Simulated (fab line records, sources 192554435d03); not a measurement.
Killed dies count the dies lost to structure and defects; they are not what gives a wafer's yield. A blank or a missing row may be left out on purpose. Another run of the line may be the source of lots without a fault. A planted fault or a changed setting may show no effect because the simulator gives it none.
fab line records	flow n5_finfet
[record] lots = 10	wafers = 30	last_day = 16
route steps=1938 shown BEOL_M0@723 BEOL_M4@1111 PASSIVATION@1936
lots that met no fault: taken from a fault-free run of the same line
start_h: hours from the record's opening day to when the first of the lot's shown wafers began	wait_h: time in hours since the lot's previous step	" repeats the value in the row above	L1.1+2: one row covering several wafers at once	- no value, or no start given	* or withheld: withheld	< > ~ a bound
route shown NAME@n: NAME is a module with steps in the file, n the number in the route of the first one	usual: the fault-free wafers' mean and standard deviation	same: alike in all rows	chamber/n: place in a boat	sites: per-site readings	_std_site: how widely they spread, as a standard deviation	_edge_site: inner sites' mean taken away from outer sites' mean	radius_mm: for every site, how far away it sits from the centre of the wafer	mask NAME#n: copy n	behind: the tool/chamber that last shaped the wafer	hold: the reason the lot was held/the length of the hold in hours/how it ended	device: the n, p or np transistor that did not switch	end of line: the same wafers' tests at the end of the route	where a step has no rows: the recipe by itself	killed: count of dies lost to structure and defects at first sort (not the wafer's yield)	map: shows each die of a wafer: x if killed, . if not, _ if none is there
set.NAME: the setting the step ran with; set.NAME@STEP: the setting that earlier step ran with	model.NAME: the simulator's own value behind a step, which no gauge read
route steps across a sampled set of lots; one table per step, one row per wafer
services: a tool's chamber out of use, with start hour (start_h, from the record's first day; less than 0 if before it), hours out, and reason
[[steps]]
[step N5_BEOL_M0_OCD_MEAS_108]
[usual] trench_depth_nm = 32.4/0.68
lot.wafer	tool	chamber	start_h	wait_h	trench_depth_nm
L273.3	ocd-01	-	116.27	0.1	31.8
L273.4	"	-	"	"	32.4
L273.6	"	-	"	"	32.1
L275.1	ocd-01	-	131.85	0.1	32.7
L275.4	"	-	"	"	32.3
L275.6	"	-	"	"	32.8
L277.2	ocd-02	-	145.67	0.1	33.3
L277.3	"	-	"	"	31.8
L277.6	"	-	"	"	32.9
L279.4	ocd-01	-	152.93	0.1	33.4
L279.5	"	-	"	"	33.5
L279.6	"	-	"	"	32.0
L281.2	ocd-02	-	168.13	0.1	32.1
L281.4	"	-	"	"	31.9
L281.5	"	-	"	"	32.9
L285.2	ocd-02	-	193.51	0.1	33.1
L285.3	"	-	"	"	32.4
L285.4	"	-	"	"	32.8
L286.1	ocd-01	-	199.40	0.1	32.8
L286.3	"	-	"	"	31.7
L286.5	"	-	"	"	31.4
L287.1	ocd-01	-	209.48	0.1	32.5
L287.4	"	-	"	"	32.9
L287.5	"	-	"	"	31.9
L291.1	ocd-02	-	224.30	0.1	31.8
L291.2	"	-	"	"	32.2
L291.3	"	-	"	"	32.8
L292.1	ocd-02	-	232.13	0.1	31.8
L292.3	"	-	"	"	33.2
L292.4	"	-	"	"	31.7
[step N5_BEOL_M0_SPUTTER_132]
[recipe] material = Cu	target_thk_a = 40	temp_c = -20	chamber_pressure_pa = 0.07	power_w = withheld	time_s = 7.37
[usual] substrate_temp_c = -20.01/0.097	throttle_valve_pct = 29.6/0.86
lot.wafer	tool	chamber	start_h	wait_h	substrate_temp_c	throttle_valve_pct
L273.3	pvd_sputter-01	-	117.86	0.0	-19.92	30.4
L273.4	"	-	"	"	-20.07	30.3
L273.6	"	-	"	"	-20.19	28.8
L275.1	pvd_sputter-02	-	132.98	0.0	-19.93	29.8
L275.4	"	-	"	"	-19.97	30.3
L275.6	"	-	"	"	-19.98	29.5
L277.2	pvd_sputter-02	-	147.27	0.0	-19.97	30.0
L277.3	"	-	"	"	-19.90	29.7
L277.6	"	-	"	"	-20.10	29.5
L279.4	pvd_sputter-02	-	154.79	0.0	-20.02	29.7
L279.5	"	-	"	"	-20.07	30.3
L279.6	"	-	"	"	-20.14	29.8
L281.2	pvd_sputter-01	-	171.36	0.0	-20.08	28.4
L281.4	"	-	"	"	-20.14	28.3
L281.5	"	-	"	"	-20.01	28.9
L285.2	pvd_sputter-02	-	195.31	0.0	-20.02	29.5
L285.3	"	-	"	"	-19.88	30.8
L285.4	"	-	"	"	-19.91	29.9
L286.1	pvd_sputter-01	-	200.91	0.0	-19.79	28.9
L286.3	"	-	"	"	-20.05	30.2
L286.5	"	-	"	"	-20.13	30.5
L287.1	pvd_sputter-03	-	212.05	0.0	-19.95	29.3
L287.4	"	-	"	"	-19.88	31.2
L287.5	"	-	"	"	-20.06	30.5
L291.1	pvd_sputter-02	-	228.60	0.0	-19.91	30.2
L291.2	"	-	"	"	-19.93	29.7
L291.3	"	-	"	"	-20.14	29.8
L292.1	pvd_sputter-03	-	234.29	0.0	-19.97	30.9
L292.3	"	-	"	"	-19.80	29.0
L292.4	"	-	"	"	-19.90	30.6
[step N5_BEOL_M0_SPUTTER_141]
[recipe] material = Cu	target_thk_a = 40	temp_c = -20	chamber_pressure_pa = 0.07	power_w = withheld	time_s = 7.37
[usual] substrate_temp_c = -19.99/0.1	throttle_valve_pct = 29.6/0.89
lot.wafer	tool	chamber	start_h	wait_h	substrate_temp_c	throttle_valve_pct
L273.3	pvd_sputter-01	-	118.10	0.0	-19.98	30.1
L273.4	"	-	"	"	-19.93	30.4
L273.6	"	-	"	"	-20.22	28.8
L275.1	pvd_sputter-02	-	133.22	0.0	-20.03	29.7
L275.4	"	-	"	"	-20.12	30.4
L275.6	"	-	"	"	-20.01	29.9
L277.2	pvd_sputter-02	-	147.53	0.0	-19.96	30.3
L277.3	"	-	"	"	-20.09	29.5
L277.6	"	-	"	"	-19.83	29.8
L279.4	pvd_sputter-02	-	155.03	0.0	-20.21	29.6
L279.5	"	-	"	"	-19.89	30.3
L279.6	"	-	"	"	-20.10	29.9
L281.2	pvd_sputter-01	-	171.60	0.0	-19.95	28.3
L281.4	"	-	"	"	-19.86	28.4
L281.5	"	-	"	"	-20.02	29.1
L285.2	pvd_sputter-02	-	195.55	0.0	-19.96	29.5
L285.3	"	-	"	"	-20.19	30.6
L285.4	"	-	"	"	-20.00	30.1
L286.1	pvd_sputter-01	-	201.15	0.0	-19.78	28.8
L286.3	"	-	"	"	-20.11	30.3
L286.5	"	-	"	"	-19.84	30.5
L287.1	pvd_sputter-03	-	212.29	0.0	-19.95	29.2
L287.4	"	-	"	"	-19.94	30.7
L287.5	"	-	"	"	-20.00	30.4
L291.1	pvd_sputter-02	-	228.84	0.0	-20.04	30.2
L291.2	"	-	"	"	-20.04	29.7
L291.3	"	-	"	"	-19.93	30.0
L292.1	pvd_sputter-03	-	234.53	0.0	-19.88	30.7
L292.3	"	-	"	"	-20.02	29.2
L292.4	"	-	"	"	-20.03	30.6
[step N5_BEOL_M0_CMP_120]
[recipe] stop_on = SiOC	t_overpolish_s = 6.9	down_force_psi = 1	platen_rpm = 50	clearing_platen_down_force_psi = 1.5	clearing_platen_rpm = 50	post_cmp_clean = cu_alkaline	clearing_platen_pad_velocity_m_s = 0.99484	pad_velocity_m_s = 0.99484
[usual] barrier_field_endpoint_s = 3.58/0.15	motor_current_A = 5.9/0.79	overpolish_run_s = 6.902/0.0095	slurry_filter_dp_kPa = 13.50/0.14	time_to_endpoint_s = 61/3.8
lot.wafer	tool	chamber	start_h	wait_h	barrier_field_endpoint_s	motor_current_A	overpolish_run_s	slurry_filter_dp_kPa	time_to_endpoint_s
L273.3	cmp-03	1	118.59	0.2	3.68	6.0	6.903	13.36	63
L273.4	"	3	"	"	3.76	6.1	6.899	13.57	64
L273.6	"	1	"	"	3.87	5.5	6.900	13.36	63
L275.1	cmp-04	0	133.77	0.3	3.52	6.2	6.915	13.47	60
L275.4	"	2	"	"	3.45	5.6	6.900	13.39	55
L275.6	"	0	"	"	3.66	5.9	6.891	13.73	61
L277.3	cmp-01	3	148.06	0.2	3.80	5.4	6.909	13.55	71
L277.2	"	0	"	"	3.71	6.1	6.906	13.61	69
L277.6	"	3	"	"	3.87	5.1	6.887	13.49	71
L279.4	cmp-03	3	155.96	0.2	3.66	5.9	6.909	13.38	65
L279.6	"	2	"	"	3.54	6.5	6.904	13.36	62
L279.5	"	3	"	"	3.59	5.9	6.905	13.63	63
L281.4	cmp-04	2	172.09	0.1	3.53	5.6	6.902	13.41	57
L281.2	"	3	"	"	3.44	6.2	6.895	13.28	53
L281.5	"	3	"	"	3.22	5.7	6.893	13.50	51
L285.4	cmp-01	3	196.06	0.1	3.66	5.0	6.917	13.21	64
L285.3	"	1	"	"	3.60	6.9	6.892	13.55	61
L285.2	"	2	"	"	3.47	4.7	6.896	13.54	57
L286.1	cmp-01	0	201.68	0.3	3.72	6.0	6.901	13.30	67
L286.3	"	2	"	"	3.54	4.8	6.894	13.42	57
L286.5	"	0	"	"	3.76	5.8	6.895	13.42	66
L287.4	cmp-01	2	212.82	0.2	3.44	4.9	6.900	13.39	56
L287.1	"	0	"	"	3.56	6.3	6.904	13.54	62
L287.5	"	2	"	"	3.52	4.6	6.895	13.56	54
L291.3	cmp-01	1	229.33	0.2	3.37	6.6	6.924	13.45	58
L291.1	"	2	"	"	3.40	4.6	6.906	13.57	59
L291.2	"	3	"	"	3.51	5.3	6.916	13.47	60
L292.1	cmp-01	1	236.22	1.4	3.33	6.5	6.908	13.63	58
L292.3	"	2	"	"	3.28	4.6	6.899	13.28	55
L292.4	"	0	"	"	3.62	6.4	6.898	12.99	62
[step N5_BEOL_M0_INSPECT_127]
[recipe] inspect_instrument = darkfield	mode = post_dep
[usual] raw_defect_count = 65/20
lot.wafer	tool	chamber	start_h	wait_h	raw_defect_count
L273.3	defect_inspect-02	-	119.23	0.0	54
L273.4	"	-	"	"	61
L273.6	"	-	"	"	61
L275.1	defect_inspect-02	-	134.38	0.0	64
L275.4	"	-	"	"	50
L275.6	"	-	"	"	89
L277.2	defect_inspect-02	-	148.61	0.0	95
L277.3	"	-	"	"	99
L277.6	"	-	"	"	104
L279.4	defect_inspect-01	-	156.51	0.0	42
L279.5	"	-	"	"	40
L279.6	"	-	"	"	73
L281.2	defect_inspect-02	-	172.67	0.0	81
L281.4	"	-	"	"	53
L281.5	"	-	"	"	50
L285.2	defect_inspect-01	-	196.64	0.0	64
L285.3	"	-	"	"	80
L285.4	"	-	"	"	80
L286.1	defect_inspect-01	-	202.28	0.0	45
L286.3	"	-	"	"	44
L286.5	"	-	"	"	55
L287.1	defect_inspect-02	-	213.42	0.0	297
L287.4	"	-	"	"	305
L287.5	"	-	"	"	334
L291.1	defect_inspect-01	-	229.91	0.0	292
L291.2	"	-	"	"	317
L291.3	"	-	"	"	333
L292.1	defect_inspect-01	-	237.03	0.0	307
L292.3	"	-	"	"	305
L292.4	"	-	"	"	283
[step N5_BEOL_M4_RC_MEAS_101]
[usual] DIBL_N = 36.0/2.5	DIBL_P = 36.2/3	IOFF_N = 0.16/0.044	IOFF_P = 0.21/0.049	ION_N = 671/15	ION_P = 461/8.7	SS_N = 71.5/0.72	SS_P = 73.4/0.9	VT_N = 251/4.4	VT_P = -250/4
lot.wafer	tool	chamber	start_h	wait_h	DIBL_N[mV/V]	DIBL_P[mV/V]	IOFF_N[nA/um]	IOFF_P[nA/um]	ION_N[uA/um]	ION_P[uA/um]	SS_N[mV/dec]	SS_P[mV/dec]	VT_N[mV]	VT_P[mV]
L273.3	prober-01	0	180.36	0.3	34.7	33.8	0.13	0.20	653	456	71.5	72.0	255	-250
L273.4	"	0	"	"	36.7	36.3	0.16	0.24	672	469	71.4	73.8	249	-243
L273.6	"	0	"	"	33.9	32.7	0.12	0.19	667	468	71.0	72.1	252	-246
L275.1	prober-01	0	189.85	0.8	39.1	39.3	0.23	0.27	683	463	73.2	74.2	247	-246
L275.4	"	0	"	"	36.2	36.5	0.17	0.23	688	468	71.3	73.4	248	-248
L275.6	"	0	"	"	35.8	34.4	0.16	0.20	659	451	71.9	73.2	249	-248
L277.2	prober-01	0	215.59	0.2	37.4	38.6	0.19	0.24	694	470	72.2	73.8	249	-247
L277.3	"	0	"	"	38.0	39.2	0.19	0.25	670	454	72.3	73.3	250	-252
L277.6	"	0	"	"	38.5	39.4	0.20	0.24	678	457	72.9	74.5	249	-251
L279.4	prober-01	0	219.58	0.5	36.4	36.8	0.15	0.20	678	464	71.5	73.5	252	-251
L279.5	"	0	"	"	34.6	33.4	0.11	0.16	653	452	70.4	72.5	255	-253
L279.6	"	0	"	"	35.0	35.4	0.12	0.20	669	468	71.6	72.8	255	-252
L281.2	prober-01	0	222.69	0.2	34.1	32.0	0.11	0.14	661	453	70.8	72.9	259	-259
L281.4	"	0	"	"	36.0	35.3	0.13	0.16	658	450	71.4	73.9	255	-258
L281.5	"	0	"	"	37.1	37.1	0.15	0.20	654	455	72.1	74.2	251	-254
L286.1	prober-01	0	258.40	0.0	36.0	36.7	0.15	0.22	671	461	71.7	73.2	252	-247
L286.3	"	0	"	"	36.6	38.2	0.17	0.24	686	471	71.6	74.0	250	-244
L286.5	"	0	"	"	35.9	35.8	0.15	0.19	658	450	72.3	73.3	254	-253
L285.2	prober-02	0	260.87	0.2	40.2	39.5	0.21	0.29	695	476	72.0	74.3	243	-245
L285.3	"	0	"	"	38.9	37.9	0.18	0.24	676	471	72.1	73.6	247	-248
L285.4	"	0	"	"	38.6	36.6	0.17	0.22	668	456	71.9	73.7	250	-250
L287.1	prober-01	0	276.68	0.0	34.6	35.0	0.12	0.17	659	452	70.8	72.6	257	-250
L287.4	"	0	"	"	38.4	39.2	0.19	0.25	686	464	71.7	74.5	248	-249
L287.5	"	0	"	"	39.2	41.3	0.21	0.28	685	466	72.1	73.9	247	-249
L291.1	prober-01	0	285.81	0.0	35.9	37.7	0.18	0.26	676	469	71.0	73.7	248	-244
L291.2	"	0	"	"	34.4	35.8	0.14	0.22	655	460	70.9	73.8	255	-248
L291.3	"	0	"	"	36.0	37.3	0.18	0.24	677	469	72.3	73.8	248	-247
L292.1	prober-01	0	286.74	0.4	33.0	31.1	0.10	0.15	653	454	71.0	71.9	258	-255
L292.3	"	0	"	"	32.5	31.6	0.10	0.15	643	447	70.5	72.3	259	-253
L292.4	"	0	"	"	35.2	35.9	0.14	0.21	668	456	71.3	73.8	250	-251
[step N5_PASSIVATION_PROBE_49]
[usual] defect_limited_yield = 91.7/1.4	killed_at_M0_to_M3 = 31/11	killed_at_M4_up = 13/4.6	killed_at_contacts = 13/6.7	killed_at_front_end = 39/9.6	killed_at_other = 3.5/2.8	killed_dies = 98/16	killed_on_rim = 13/4.2	killed_open = 64/11	killed_short = 33/8.5	sort_bin_5_function = 4.9/0.96	sort_bin_6_memory = 3.1/0.59	sort_bin_8_speed = 0.2/1.3	sort_n_pass = 1080/23	sort_yield_pct = 91.5/1.9
[same] gross_dies = 1180	killed_at_back_side = 0	sort_bin_4_leakage[%] = 0
lot.wafer	tool	chamber	start_h	wait_h	defect_limited_yield[%]	killed_at_M0_to_M3	killed_at_M4_up	killed_at_contacts	killed_at_front_end	killed_at_other	killed_dies	killed_on_rim	killed_open	killed_short	sort_bin_5_function[%]	sort_bin_6_memory[%]	sort_bin_8_speed[%]	sort_n_pass	sort_yield_pct[%]
L286.1	prober-01	-	351.79	0.0	91.0	27	14	16	45	4	106	11	68	36	5.1	3.6	0	1074	91.0
L286.3	prober-01	-	351.89	0.1	91.9	40	10	8	35	2	95	11	58	35	4.8	3.1	0	1085	91.9
L287.1	prober-01	-	377.94	0.0	75.4	233	10	12	31	4	290	38	51	29	14.9	8.8	0	890	75.4
L287.4	prober-01	-	378.09	0.2	74.7	243	15	17	22	1	298	36	47	27	15.1	9.2	0.1	882	74.7
L287.5	prober-01	-	378.14	0.2	74.9	237	10	25	24	0	296	43	60	37	15.1	8.5	0	884	74.9
L291.1	prober-02	-	387.91	0.0	75.8	225	13	9	33	6	286	42	65	27	15.3	8.0	0	894	75.8
L291.2	prober-02	-	387.96	0.1	74.7	236	5	16	32	9	298	41	65	25	15.3	8.5	0.1	881	74.7
L291.3	prober-02	-	388.01	0.1	69.7	283	15	15	35	9	357	48	95	28	18.6	10.3	0	823	69.7
L292.1	prober-02	-	393.04	0.0	74.7	239	12	17	28	3	299	40	49	31	14.4	9.7	0	881	74.7
L292.3	prober-02	-	393.14	0.1	76.3	238	8	13	19	2	280	31	43	21	14.8	7.9	0.6	893	75.7
L292.4	prober-02	-	393.19	0.2	76.8	224	16	12	20	2	274	31	42	22	14.6	7.5	0	906	76.8
// killed by level:class
L286.1 MOL_CONTACT_COAG:geometric_particle:open=12 FIN_SAQP:geometric_particle:open=10 GATE_CUT:geometric_particle:short=7 FIN_SAQP:geometric_particle:short=6 GATE_CUT:geometric_particle:open=6 BEOL_M0_SAQP:geometric_particle:open=6 DUMMY_GATE:geometric_particle:open=5 BEOL_M1:geometric_particle:open=5
L286.3 BEOL_M0_SAQP:geometric_particle:open=14 GATE_CUT:geometric_particle:short=8 MOL_CONTACT_COAG:geometric_particle:open=7 FIN_SAQP:geometric_particle:short=6 BEOL_M1:geometric_particle:open=6 BEOL_M0_SAQP:geometric_particle:short=5 BEOL_M3:geometric_particle:open=5 FIN_SAQP:geometric_particle:open=4
L287.1 BEOL_M0:unspecified=210 BEOL_M2:geometric_particle:open=12 MOL_CONTACT_COAG:geometric_particle:open=11 FIN_SAQP:geometric_particle:open=6 FIN_SAQP:geometric_particle:short=6 DUMMY_GATE:geometric_particle:open=6 GATE_CUT:geometric_particle:short=5 STI_FIN_REVEAL:geometric_particle:open=3
L287.4 BEOL_M0:unspecified=223 MOL_CONTACT_COAG:geometric_particle:open=11 BEOL_M0_SAQP:geometric_particle:short=7 MOL_CONTACT_COAG:geometric_particle:short=6 BEOL_M4:geometric_particle:open=6 STI_FIN_REVEAL:geometric_particle:open=5 DUMMY_GATE:geometric_particle:open=3 BEOL_M2:geometric_particle:open=3
L287.5 BEOL_M0:unspecified=199 MOL_CONTACT_COAG:geometric_particle:open=19 FIN_SAQP:geometric_particle:short=14 BEOL_M2:geometric_particle:open=14 BEOL_M0_SAQP:geometric_particle:open=8 MOL_CONTACT_COAG:geometric_particle:short=6 BEOL_M0_SAQP:geometric_particle:short=5 BEOL_M4:geometric_particle:open=4
L291.1 BEOL_M0:unspecified=194 FIN_SAQP:geometric_particle:open=8 MOL_CONTACT_COAG:geometric_particle:open=8 BEOL_M1:geometric_particle:open=8 BEOL_M4:geometric_particle:open=8 STI_FIN_REVEAL:geometric_particle:open=7 BEOL_M0_SAQP:geometric_particle:short=7 BEOL_M1:geometric_particle:short=5
L291.2 BEOL_M0:unspecified=208 MOL_CONTACT_COAG:geometric_particle:open=15 BEOL_M1:geometric_particle:open=7 STI_FIN_REVEAL:geometric_particle:open=6 BEOL_M0_SAQP:geometric_particle:short=6 STARTING-WAFER:geometric_particle:open=6 FIN_SAQP:geometric_particle:short=5 BEOL_M0_SAQP:geometric_particle:open=5
L291.3 BEOL_M0:unspecified=233 BEOL_M1:geometric_particle:open=17 MOL_CONTACT_COAG:geometric_particle:open=13 FIN_SAQP:geometric_particle:open=11 STI_FIN_REVEAL:geometric_particle:open=10 BEOL_M3:geometric_particle:open=9 BEOL_M0_SAQP:geometric_particle:open=8 BEOL_M0_SAQP:geometric_particle:short=6
L292.1 BEOL_M0:unspecified=218 MOL_CONTACT_COAG:geometric_particle:open=14 FIN_SAQP:geometric_particle:short=6 BEOL_M0_SAQP:geometric_particle:short=5 BEOL_M2:geometric_particle:open=5 STI_FIN_REVEAL:geometric_particle:open=4 FIN_SAQP:geometric_particle:open=3 GATE_CUT:geometric_particle:short=3
L292.3 BEOL_M0:unspecified=216 MOL_CONTACT_COAG:geometric_particle:open=10 BEOL_M0_SAQP:geometric_particle:open=8 BEOL_M0_SAQP:geometric_particle:short=5 STI_FIN_REVEAL:geometric_particle:open=4 FIN_SAQP:geometric_particle:short=3 GATE_CUT:geometric_particle:short=3 ILD0:geometric_particle:open=3
L292.4 BEOL_M0:unspecified=210 MOL_CONTACT_COAG:geometric_particle:open=9 BEOL_M8:geometric_particle:open=5 ILD0:geometric_particle:short=4 BEOL_M0:geometric_particle:open=4 BEOL_M1:geometric_particle:short=4 BEOL_M4:geometric_particle:open=4 FIN_SAQP:geometric_particle:short=3
[[services]]
tool	chamber	start_h	hours	kind
pvd_sputter-01	-	103.56	0.8	repair
pvd_sputter-01	-	112.07	4.3	repair
cmp-01	-	129.25	7.7	pm
cmp-03	-	131.93	4.0	pm
pvd_sputter-02	-	134.70	2.2	repair
cmp-03	-	135.93	-	consumable_replace:conditioner
cmp-03	-	135.93	-	consumable_replace:pad
pvd_sputter-01	-	138.71	1.8	repair
cmp-04	-	153.06	6.5	repair
cmp-04	-	191.48	0.5	repair
cmp-01	-	213.14	15.0	pm
[[key]]
[first_sign] step = N5_BEOL_M0_INSPECT_127	reading = raw_defect_count	direction = up	sigmas = 12	usual = 65	struck = 308
[effect] step = N5_PASSIVATION_PROBE_49	reading = killed_at_M0_to_M3	direction = up	sigmas = 19	usual = 31	struck = 240
[more_kills_born_at] N5_BEOL_M0_CMP_120@cmp-01 = 1911
met_at N5_BEOL_M0_CMP_120
struck_lots L287,L291,L292
not_acting_at N5_BEOL_M0_OCD_MEAS_108,N5_BEOL_M0_SPUTTER_132,N5_BEOL_M0_SPUTTER_141
onset_between 201.68 212.82
also_fits time
[fault] kind = chamber_particle_source	tool = cmp-01	chamber = -	onset_h = 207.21	steps = N5_BEOL_M0_CMP_120	rate_per_visit_cm2 = 0.38448	end_h = 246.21
